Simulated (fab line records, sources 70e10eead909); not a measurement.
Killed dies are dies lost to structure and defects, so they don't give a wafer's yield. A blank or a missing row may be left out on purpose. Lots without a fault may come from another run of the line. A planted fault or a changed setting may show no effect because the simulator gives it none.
fab line records | flow nand_harc | part 2 of 2: steps 27 to 36 of 36
record lots=5 wafers=15 last_day=24
route steps=1159 shown P_BONDPAD@368 A_START@389 A_ZERO_WELL@390
lots that met no fault: from a run of the same line without faults
start_h: hours from the record's first day to the start of the lot's first wafer shown | wait_h: hours since the lot's step before | " the same as in the row above | L1.1+2: a row that stands for several wafers | - no value, or no start given | * or withheld: withheld | < > ~ a bound
route shown NAME@n: a module of which the file shows steps, and the number in the route of the first | usual: mean/standard deviation of fault-free wafers | same: alike in all rows | chamber/n: place in a boat | sites: the reading at each site | _std_site: their standard deviation | _edge_site: outer sites' mean less inner sites' | radius_mm: how far each site lies from the wafer's centre | mask NAME#n: copy n | behind: the tool/chamber that last shaped the wafer | hold: why the lot was held/for how many hours/how that ended | device: the transistor (n, p or np) that didn't switch | end of line: the same wafers' tests at the end of the route | a step without rows: its recipe alone | killed: dies lost to structure and defects at the first sort, not the wafer's yield | map: a wafer's dies, x killed, . not, _ none there
set.NAME: the setting as run; set.NAME@STEP: as run at that earlier step | model.NAME: the simulator's own value behind a step, which no gauge read
lots at some steps of the route; a table a step, a row a wafer
services: from which hour (start_h, from the record's first day; less than 0 if before it) a tool's chamber was out of use, for how many hours, and why
## steps
# step NHARC_A_ZERO_WELL_SOFTBAKE_05
# recipe temp_c=125 time_s=70
# same time_s=70
# columns lot.wafer tool chamber start_h wait_h
L075.4+5+6 litho_track-07 0 - -
L076.2+3+5 litho_track-05 0 - -
L088.3+5+6 litho_track-07 0 - -
L090.1+3+4 litho_track-05 0 - -
L092.1+3+4 litho_track-07 0 - -
# step NHARC_A_ZERO_WELL_EBR_06
# columns lot.wafer tool chamber start_h wait_h
L075.4+5+6 litho_track-07 0 - -
L076.2+3+5 litho_track-05 0 - -
L088.3+5+6 litho_track-07 0 - -
L090.1+3+4 litho_track-05 0 - -
L092.1+3+4 litho_track-07 0 - -
# step NHARC_A_ZERO_WELL_EXPOSE_07
# recipe na=0.55 dose_mj=33.85 mask_id=A_ZERO
# same na=0.55
# columns lot.wafer tool chamber start_h wait_h mask
L075.4+5+6 krf_scanner-04 0 141.53 - A_ZERO#0
L076.2+3+5 krf_scanner-02 0 150.02 - A_ZERO#0
L088.3+5+6 krf_scanner-04 0 220.26 - A_ZERO#0
L090.1+3+4 krf_scanner-02 0 234.72 - A_ZERO#0
L092.1+3+4 krf_scanner-02 0 241.36 - A_ZERO#0
# step NHARC_A_ZERO_WELL_PEB_08
# recipe peb_temp_c=128 peb_time_s=80
# columns lot.wafer tool chamber start_h wait_h
L075.4+5+6 litho_track-03 0 141.58 0.0
L076.2+3+5 litho_track-05 0 150.08 0.1
L088.3+5+6 litho_track-07 0 220.32 0.1
L090.1+3+4 litho_track-03 0 234.79 0.1
L092.1+3+4 litho_track-07 0 241.43 0.1
# step NHARC_A_ZERO_WELL_DEVELOP_09
# recipe time_s=50 dev_temp_c=22
# same time_s=50
# columns lot.wafer tool chamber start_h wait_h
L075.4+5+6 litho_track-03 0 - -
L076.2+3+5 litho_track-05 0 - -
L088.3+5+6 litho_track-07 0 - -
L090.1+3+4 litho_track-03 0 - -
L092.1+3+4 litho_track-07 0 - -
# step NHARC_A_ZERO_WELL_CD_MEAS_10
# recipe target_cd_nm=2000 landing_energy_ev=500
# usual cd_nm=2000.3/2.1
# columns lot.wafer tool chamber start_h wait_h cd_nm
L075.4 cd_sem-02 0 141.67 - 2002.2
L075.5 " 0 " " 2000.0
L075.6 " 0 " " 1999.1
L076.2 cd_sem-02 0 150.17 - 1998.6
L076.3 " 0 " " 2000.0
L076.5 " 0 " " 2000.7
L088.3 cd_sem-01 0 220.42 - 1997.8
L088.5 " 0 " " 1999.3
L088.6 " 0 " " 1997.3
L090.1 cd_sem-01 0 234.88 - 2001.7
L090.3 " 0 " " 2000.9
L090.4 " 0 " " 1997.6
L092.1 cd_sem-02 0 241.51 - 2000.7
L092.3 " 0 " " 1998.9
L092.4 " 0 " " 1997.6
# step NHARC_A_ZERO_WELL_HARDBAKE_11
# recipe temp_c=118 time_s=65
# same time_s=65
# columns lot.wafer tool chamber start_h wait_h
L075.4+5+6 litho_track-07 0 141.75 -
L076.2+3+5 litho_track-03 0 150.25 -
L088.3+5+6 litho_track-03 0 220.49 -
L090.1+3+4 litho_track-03 0 234.96 -
L092.1+3+4 litho_track-07 0 241.59 -
# step NHARC_A_ZERO_WELL_DESCUM_12
# recipe time_s=3 o2_flow_sccm=200 ar_flow_sccm=0 bias_power_w=0 chemistry=O2
# usual drypump_motor_current_A=5.8/0.37 oes_product_au=0.999/0.0082 rf_vpp_V=57.7/0.92 showerhead_plenum_p_Torr=1.91/0.093 throttle_valve_pct=11.311/0.0091
# same time_s=3
# columns lot.wafer tool chamber start_h wait_h drypump_motor_current_A oes_product_au rf_hours_counter_h rf_vpp_V showerhead_plenum_p_Torr throttle_valve_pct
L075.4 rie_diel-04 0 141.82 - 5.7 0.991 2 56.6 1.84 11.317
L075.5 " 0 " " 5.7 1.002 - 57.6 1.84 11.305
L075.6 " 1 " " 5.4 1.017 - 58.7 2.02 11.315
L076.3 rie_diel-04 1 150.34 - 5.4 1.003 2 56.7 2.02 11.315
L076.2 " 2 " " 5.9 1.000 2 56.7 1.79 11.312
L076.5 " 3 " " 5.9 1.004 - 57.2 1.83 11.314
L088.3 rie_diel-04 1 220.58 - 5.4 1.001 8 58.2 2.02 11.307
L088.6 " 0 " " 5.7 1.003 - 56.3 1.84 11.306
L088.5 " 1 " " 5.4 0.988 - 58.0 2.02 11.301
L090.1 rie_diel-04 0 235.04 - 5.7 1.003 9 57.5 1.84 11.306
L090.4 " 2 " " 5.9 1.004 9 56.7 1.79 11.296
L090.3 " 3 " " 5.9 1.003 9 56.5 1.83 11.306
L092.3 rie_diel-04 1 241.67 - 5.4 1.007 9 57.4 2.02 11.305
L092.1 " 3 " " 5.9 1.000 10 56.3 1.83 11.312
L092.4 " 0 " " 5.7 1.008 9 56.1 1.84 11.339
# step NHARC_A_ZERO_WELL_ETCH_19
# recipe target_depth_a=800 overetch_a=240 time_s=87.88 ion_energy_ev=200 n2_flow_sccm=150 h2_flow_sccm=150 ar_flow_sccm=0 rf_w=400 bias_w=150 chemistry=N2/H2
# usual drypump_motor_current_A=5.8/0.37 h2_flow_sccm=150.0/0.4 oes_product_au=1.001/0.0089 rf_vpp_V=430.3/2.9 showerhead_plenum_p_Torr=2.03/0.1 throttle_valve_pct=14.172/0.0091
# same time_s=87.88
# columns lot.wafer tool chamber start_h wait_h drypump_motor_current_A h2_flow_sccm oes_product_au rf_hours_counter_h rf_vpp_V showerhead_plenum_p_Torr throttle_valve_pct
L075.4 rie_diel-04 0 141.91 0.1 5.7 150.3 1.002 2 426.7 1.96 14.179
L075.6 " 0 " " 5.6 150.3 1.001 - 428.4 1.96 14.183
L075.5 " 1 " " 5.4 150.2 1.015 - 434.8 2.16 14.170
L076.2 rie_diel-04 3 150.42 0.1 5.9 149.8 1.003 2 428.9 1.95 14.181
L076.3 " 0 " " 5.7 150.0 1.000 2 428.7 1.96 14.169
L076.5 " 1 " " 5.4 150.0 1.009 - 434.0 2.16 14.181
L088.3 rie_diel-04 0 220.65 0.1 5.6 150.4 1.004 8 429.7 1.95 14.173
L088.6 " 0 " " 5.7 150.1 1.008 - 426.4 1.96 14.158
L088.5 " 1 " " 5.4 150.5 1.013 - 433.3 2.16 14.170
L090.1 rie_diel-04 1 235.13 0.1 5.4 149.7 0.993 9 434.3 2.16 14.174
L090.3 " 3 " " 5.9 150.3 0.996 9 428.4 1.95 14.163
L090.4 " 0 " " 5.7 149.9 1.020 9 430.1 1.95 14.162
L092.4 rie_diel-04 0 241.76 0.1 5.7 150.7 1.007 9 428.6 1.95 14.159
L092.3 " 1 " " 5.4 149.8 0.996 9 432.7 2.16 14.177
L092.1 " 3 " " 5.9 149.6 1.000 10 426.9 1.95 14.160
# step NHARC_A_ZERO_WELL_ETCH_13
# recipe target_depth_a=1200 time_s=40.1 hbr_flow_sccm=150 cl2_flow_sccm=50 rf_w=400 icp_w=400 bias_w=100 chemistry=HBr/Cl2
# usual drypump_motor_current_A=5.9/0.49 oes_product_au=1.005/0.011 throttle_valve_pct=26.404/0.0081
# same time_s=40.1
# columns lot.wafer tool chamber start_h wait_h drypump_motor_current_A oes_product_au rf_hours_counter_h throttle_valve_pct
L075.4 rie_si-06 3 142.03 - 5.9 1.012 1.2 26.416
L075.5 " 3 " " 5.9 1.005 - 26.420
L075.6 " 0 " " 5.5 1.016 - 26.399
L076.3 rie_si-06 0 150.52 - 5.5 1.009 1.1 26.416
L076.2 " 3 " " 6.0 1.009 1.3 26.396
L076.5 " 0 " " 5.5 1.013 - 26.395
L088.3 rie_si-01 2 220.80 - 6.1 0.993 0.5 26.409
L088.5 " 0 " " 6.2 1.013 - 26.410
L088.6 " 1 " " 6.6 0.994 - 26.392
L090.3 rie_si-01 1 235.25 - 6.6 0.993 0.8 26.397
L090.1 " 3 " " 6.3 1.008 0.8 26.397
L090.4 " 0 " " 6.2 1.014 0.8 26.409
L092.3 rie_si-06 0 241.87 - 5.5 1.022 0.3 26.414
L092.1 " 1 " " 4.9 0.989 0.3 26.408
L092.4 " 0 " " 5.5 1.019 - 26.395
## services
# columns tool chamber start_h hours kind
pvd_sputter-01 - 115.81 1.2 repair
rie_si-01 - 127.00 9.0 pm
rie_diel-04 - 129.52 0.6 repair
wet_bench-08 - 135.14 5.9 repair
cmp-03 - 135.50 1.4 repair
wet_bench-03 - 146.40 8.0 pm
pvd_sputter-03 - 152.33 5.0 repair
wet_bench-08 - 155.16 1.8 repair
cmp-03 - 156.00 4.0 pm
pvd_sputter-01 - 158.00 10.0 pm
wet_bench-03 - 164.71 23.3 repair
krf_scanner-02 - 169.19 0.2 repair
rie_diel-10 - 176.50 9.0 pm
rie_si-06 - 183.00 9.0 pm
litho_track-07 - 189.00 7.0 pm
rie_diel-10 3 195.26 3.1 repair
krf_scanner-02 - 210.04 4.0 pm
litho_track-03 - 213.00 7.0 pm
pvd_sputter-01 - 217.17 1.9 repair
ecd_cu-01 - 225.49 0.9 repair
pvd_sputter-01 - 227.25 0.9 repair
wet_bench-08 - 230.40 8.0 pm
litho_track-05 - 237.01 7.0 pm
cmp-03 - 241.72 0.7 repair
